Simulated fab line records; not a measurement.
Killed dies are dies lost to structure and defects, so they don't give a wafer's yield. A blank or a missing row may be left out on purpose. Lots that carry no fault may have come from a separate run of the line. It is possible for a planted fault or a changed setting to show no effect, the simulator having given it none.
Check for tools in common ; flow nand_harc ; Sample size 14 lots and 42 wafers

== WHAT PROMPTED THE OPENING ==
On 3 of the 14 lots, a flag is raised at NHARC_A_ONON_D1_THK_MEAS_11 on the reading thk_nm. No-fault wafers: 1000 nm, standard deviation 6.2.
Rule: flag the lot when none of its wafers has a number, or when each of its wafers that has one lies beyond 4 standard deviations from that mean. As for the other lots, they are considered sound.

lot;measured;on;thk_nm (nm), wafer by wafer;flag
L983;day 7 16:30;film_metro-01;1007 1005 1005;
L984;day 8 01:53;film_metro-01;996 997 997;
L985;day 8 01:54;film_metro-02;995 996 995;
L986;day 8 11:39;film_metro-02;1004 1001 1003;
L987;day 8 11:41;film_metro-01;996 996 995;
L990;day 9 06:42;film_metro-02;314 313 315;FLAGGED
L988;day 9 06:45;film_metro-02;990 989 991;
L991;day 9 14:02;film_metro-02;312 310 312;FLAGGED
L993;day 9 23:29;film_metro-01;314 315 315;FLAGGED
L101;day 12 07:53;film_metro-02;995 998 996;
L102;day 12 07:55;film_metro-01;999 999 998;
L103;day 12 07:57;film_metro-02;990 989 989;
L105;day 12 22:50;film_metro-01;1010 1008 1009;
L106;day 13 09:44;film_metro-01;1001 1002 1004;
The numbers of the flagged lots are 313 nm on average: -687 nm against the usual, or -99 or more standard deviations.

== WHICH TOOL RAN EACH LOT ==
Before the reading, the record contains 3 process steps out of a 1159-step route. Read each cell as the tool, then ch plus the chambers that the sampled wafers visited, then the start.
lot;flag;NHARC_P_BONDPAD_DESCUM_11;NHARC_P_BONDPAD_PVD_17;NHARC_A_ONON_D1_DEP_09
L983;;rie_diel-02 ch 1,3, day 6 12:00;pvd_sputter-01, day 7 16:07 or earlier;pecvd_onon-04 ch 0, day 7 16:07
L984;;rie_diel-02 ch 1,3, day 6 21:13;pvd_sputter-01, day 8 01:22 or earlier;pecvd_onon-04 ch 0, day 8 01:22
L985;;rie_diel-02 ch 0,2, day 6 21:57;pvd_sputter-03, day 8 01:25 or earlier;pecvd_onon-02 ch 0, day 8 01:25
L986;;rie_diel-07 ch 0,1,3, day 7 07:09;pvd_sputter-03, day 8 11:08 or earlier;pecvd_onon-02 ch 0, day 8 11:08
L987;;rie_diel-10 ch 2,3, day 7 08:40;pvd_sputter-02, day 8 11:14 or earlier;pecvd_onon-03 ch 0, day 8 11:14
L990;FLAGGED;rie_diel-02 ch 0,2, day 8 00:02;pvd_sputter-03, day 9 06:11 or earlier;pecvd_onon-02 ch 0, day 9 06:11
L988;;rie_diel-02 ch 0,2,3, day 8 02:38;pvd_sputter-02, day 9 06:22 or earlier;pecvd_onon-04 ch 0, day 9 06:22
L991;FLAGGED;rie_diel-02 ch 0,1,3, day 8 07:56;pvd_sputter-01, day 9 13:30 or earlier;pecvd_onon-02 ch 0, day 9 13:30
L993;FLAGGED;rie_diel-02 ch 2,3, day 8 16:35;pvd_sputter-03, day 9 23:05 or earlier;pecvd_onon-02 ch 0, day 9 23:05
L101;;rie_diel-02 ch 1,3, day 11 05:55;pvd_sputter-03, day 12 07:26 or earlier;pecvd_onon-03 ch 0, day 12 07:26
L102;;rie_diel-02 ch 0,1, day 11 05:26;pvd_sputter-01, day 12 07:28 or earlier;pecvd_onon-04 ch 0, day 12 07:28
L103;;rie_diel-02 ch 0,2,3, day 11 03:38;pvd_sputter-01, day 12 07:25 or earlier;pecvd_onon-02 ch 0, day 12 07:25
L105;;rie_diel-02 ch 0,2,3, day 11 19:29;pvd_sputter-02, day 12 22:18 or earlier;pecvd_onon-02 ch 0, day 12 22:18
L106;;rie_diel-10 ch 1,2,3, day 12 04:10;pvd_sputter-01, day 13 09:24 or earlier;pecvd_onon-03 ch 0, day 13 09:24
These steps, and what they do:
- NHARC_P_BONDPAD_DESCUM_11: chemistry O2, time 3 s.
- NHARC_P_BONDPAD_PVD_17: deposits TaN, target thk 5 nm, time 8.06 s.
- NHARC_A_ONON_D1_DEP_09: target thk 1000 nm.
- NHARC_A_ONON_D1_THK_MEAS_11: measures by ellipsometry.

== FLAGGED OVER TOTAL, TOOL BY TOOL (the gauges that took the reading come last) ==
step;tool;lots run;flagged;share of the flagged lots;sound lots run after its first flagged lot
NHARC_P_BONDPAD_DESCUM_11;rie_diel-02;11;3;all;5 (L988,L103,L102,L101,L105)
NHARC_P_BONDPAD_DESCUM_11;rie_diel-07;1;0;none;-
NHARC_P_BONDPAD_DESCUM_11;rie_diel-10;2;0;none;-
NHARC_P_BONDPAD_PVD_17;pvd_sputter-01;6;1;some;3 (L103,L102,L106)
NHARC_P_BONDPAD_PVD_17;pvd_sputter-02;3;0;none;-
NHARC_P_BONDPAD_PVD_17;pvd_sputter-03;5;2;some;1 (L101)
NHARC_A_ONON_D1_DEP_09;pecvd_onon-02;7;3;all;2 (L103,L105)
NHARC_A_ONON_D1_DEP_09;pecvd_onon-03;3;0;none;-
NHARC_A_ONON_D1_DEP_09;pecvd_onon-04;4;0;none;-
NHARC_A_ONON_D1_THK_MEAS_11;film_metro-01;7;1;some;3 (L102,L105,L106)
NHARC_A_ONON_D1_THK_MEAS_11;film_metro-02;7;2;some;3 (L988,L101,L103)
Because NHARC_P_BONDPAD_PVD_17 lacks a start for some lots, the hours and order of its lots are taken from NHARC_A_ONON_D1_DEP_09.

== THE TABLE: WHAT IT ALLOWS ==
Every flagged lot went through 2 rows of the table: rie_diel-02 at NHARC_P_BONDPAD_DESCUM_11 and pecvd_onon-02 at NHARC_A_ONON_D1_DEP_09.
- rie_diel-02 at NHARC_P_BONDPAD_DESCUM_11 ran 11 lots, 3 of them flagged. Sound lots followed the first flagged one (L988, L103, L102, L101, L105) on it, something a lasting fault affecting the whole tool could not allow.
- pecvd_onon-02 at NHARC_A_ONON_D1_DEP_09 ran 7 lots, 3 of them flagged. Sound lots followed the first flagged one (L103, L105) on it, something a lasting fault affecting the whole tool could not allow.
Every row of the table either missed a flagged lot or ran a sound lot after the first.

== WHAT THE SIMULATOR HAD PUT IN ==
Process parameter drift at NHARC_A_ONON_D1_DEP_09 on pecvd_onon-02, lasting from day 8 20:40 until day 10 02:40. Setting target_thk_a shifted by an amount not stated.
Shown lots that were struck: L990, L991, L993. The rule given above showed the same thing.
